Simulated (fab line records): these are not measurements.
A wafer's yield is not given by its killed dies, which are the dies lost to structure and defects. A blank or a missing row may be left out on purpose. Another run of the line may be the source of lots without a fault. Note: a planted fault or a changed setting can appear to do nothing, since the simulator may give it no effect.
Lot-split experiment | flow n5_finfet | 39 wafers read from 7 lots, route of 1938 steps

THE SPLIT
At N5_GATE_CUT_HM_DEP_46 (deposits SiO2 from TEOS/O2, target thk 130 nm, time 26.6 s), the setting time_s was moved away from the recipe's 26.6 s on 15 of the 39 wafers read, by -13.0% to +6.4%. This setting was run at the recipe's value on the other wafers.

FROM THE SPLIT TO THE READING: what the file shows between them, 9 steps
- N5_GATE_CUT_COAT_34: time 60 s, resist thk 60 nm
- N5_GATE_CUT_COAT_35: time 60 s, resist thk 10 nm
- N5_GATE_CUT_STRIP_38: strips in N2/H2
- N5_GATE_CUT_STRIP_39: strips in N2/H2
- N5_GATE_CUT_HM_OPEN_40: chemistry C4F6/O2, target SiO2, target depth 139 nm, time 85.1 s
- N5_GATE_CUT_STRIP_41: strips in CF4
- N5_GATE_CUT_STRIP_42: strips in O2
- N5_GATE_CUT_ALD_22: deposits SiNx, target thk 16 nm, pulse time 1 s, ald cycles 320
- N5_GATE_CUT_CMP_23: polishes, stops on SiO2, t overpolish 23.4 s, target thk 16 nm

THE READING
GC_FILL_THK at N5_GATE_CUT_THK_MEAS_24, in nm. Typical for fault-free wafers on this fab line: 220.0 nm, with standard deviation 2.1 nm.

wafer  | tool, chamber at the split | time_s as run, s | against the recipe | GC_FILL_THK, nm | against lot-mates on the recipe
L077.1 | pecvd-04, 2                | 24.17            | -9.1%              | 208.7           | -11.1
L077.2 | pecvd-04, 1                | 26.6             | recipe             | 220.6           | -
L077.3 | pecvd-04, 0                | 26.6             | recipe             | 219.4           | -
L077.4 | pecvd-04, 1                | 26.6             | recipe             | 219.4           | -
L077.5 | pecvd-04, 0                | 24.17            | -9.1%              | 208.2           | -11.6
L077.6 | pecvd-04, 2                | 24.17            | -9.1%              | 206.5           | -13.3
L079.1 | pecvd-04, 1                | 26.6             | recipe             | 219.7           | -
L079.2 | pecvd-04, 2                | 23.52            | -11.6%             | 205.2           | -15.6
L079.3 | pecvd-04, 0                | 26.6             | recipe             | 219.8           | -
L079.4 | pecvd-04, 0                | 26.6             | recipe             | 222.9           | -
L079.5 | pecvd-04, 1                | 23.52            | -11.6%             | 207.6           | -13.2
L079.6 | pecvd-04, 2                | 23.52            | -11.6%             | 207.8           | -13.0
L080.1 | pecvd-01, 1,2              | 26.6             | recipe             | 220.1           | -
L080.2 | pecvd-01, 1,2              | 26.6             | recipe             | 218.9           | -
L080.3 | pecvd-01, 0,2              | 26.6             | recipe             | 221.3           | -
L080.4 | pecvd-01, 0,2              | 26.6             | recipe             | 224.0           | -
L080.5 | pecvd-01, 0                | 26.6             | recipe             | 223.2           | -
L080.6 | pecvd-01, 1                | 26.6             | recipe             | 223.2           | -
L083.1 | pecvd-03, 0                | 26.6             | recipe             | 217.1           | -
L083.2 | pecvd-03, 1                | 23.62            | -11.2%             | 202.7           | -15.0
L083.3 | pecvd-03, 2                | 26.6             | recipe             | 218.2           | -
L083.4 | pecvd-03, 0                | 23.62            | -11.2%             | 205.1           | -12.6
L083.5 | pecvd-03, 1                | 26.6             | recipe             | 217.7           | -
L083.6 | pecvd-03, 2                | 23.62            | -11.2%             | 206.3           | -11.4
L086.1 | pecvd-04, 2                | 28.3             | +6.4%              | 227.3           | +6.3
L086.2 | pecvd-04, 1                | 26.6             | recipe             | 219.5           | -
L086.3 | pecvd-04, 0                | 26.6             | recipe             | 221.2           | -
L086.4 | pecvd-04, 1                | 28.3             | +6.4%              | 229.5           | +8.5
L086.5 | pecvd-04, 2                | 26.6             | recipe             | 222.2           | -
L086.6 | pecvd-04, 0                | 28.3             | +6.4%              | 230.0           | +9.0
L087.1 | pecvd-01, 2                | 26.6             | recipe             | 221.7           | -
L087.2 | pecvd-01, 1                | 23.13            | -13.0%             | 204.2           | -18.4
L087.3 | pecvd-01, 0                | 26.6             | recipe             | 221.3           | -
L087.4 | pecvd-01, 2                | 23.13            | -13.0%             | 207.3           | -15.3
L087.5 | pecvd-01, 1                | 23.13            | -13.0%             | 204.6           | -18.0
L087.6 | pecvd-01, 0                | 26.6             | recipe             | 224.7           | -
L090.2 | pecvd-04, 2                | 26.6             | recipe             | 220.9           | -
L090.4 | pecvd-04, 1                | 26.6             | recipe             | 221.4           | -
L090.5 | pecvd-04, 0                | 26.6             | recipe             | 223.6           | -
When a row names more than one chamber, that row covers several wafers, and the file does not tell which wafer ran in which chamber.

THE FIT
A straight line over all 39 wafers: GC_FILL_THK changes by +1.29 nm for each +1% of time_s; r = +0.97; the points scatter about the line by 1.9 nm.
The same after taking each lot's own level away (the mean of its wafers on the recipe; 39 wafers): +1.25 nm for each +1%; r = +0.98; scatter 1.4 nm.
On that fit, the largest move of time_s shifts the reading by 16 nm.
Across the lots, their own levels run from 217.67 to 222.57 nm, a range of 2.3 times the standard deviation given above.
Consequently the slope shifts little with the lot-to-lot level, the two slopes agreeing.
Check: with one of the wafers moved furthest among these (-13.0%) left out of the fit, the line predicts -16 nm for it against its lot-mates. Against them it came out at -18.4 nm.

THE WHOLE CHAIN: every reading that the file lists as answering this split, in the file's order
step                    | what it does                                                     | reading                                                                            | change (the file's fit)               | r (the file's)
N5_GATE_CUT_HM_DEP_46   | deposits SiO2 from TEOS/O2, target thk 130 nm, time 26.6 s       | SiO2_of_GATE_CUT_HM_DEP_46.thk_nm (the simulator's own value, which no gauge read) | +1.24 nm for each +1% of the setting  | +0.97
N5_GATE_CUT_HM_OPEN_40  | chemistry C4F6/O2, target SiO2, target depth 139 nm, time 85.1 s | etch_rf_on_time_s                                                                  | withheld for each +1% of the setting  | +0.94
N5_GATE_CUT_HM_OPEN_40  | chemistry C4F6/O2, target SiO2, target depth 139 nm, time 85.1 s | etch.depth_nm (the simulator's own value, which no gauge read)                     | +1.24 nm for each +1% of the setting  | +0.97
N5_GATE_CUT_HM_OPEN_40  | chemistry C4F6/O2, target SiO2, target depth 139 nm, time 85.1 s | SOC_of_GATE_CUT_COAT_34.thk_nm (the simulator's own value, which no gauge read)    | -0.264 nm for each +1% of the setting | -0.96
N5_GATE_CUT_THK_MEAS_24 |                                                                  | GC_FILL_THK                                                                        | +1.25 for each +1% of the setting     | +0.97
N5_GATE_CUT_CMP_43      | polishes SiO2                                                    | SiO2_of_GATE_CUT_HM_DEP_46.thk_nm (the simulator's own value, which no gauge read) | +0.06 nm for each +1% of the setting  | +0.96

THE FILE'S OWN FIT
GC_FILL_THK changes by +1.25 nm for each +1% of time_s, r = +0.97.
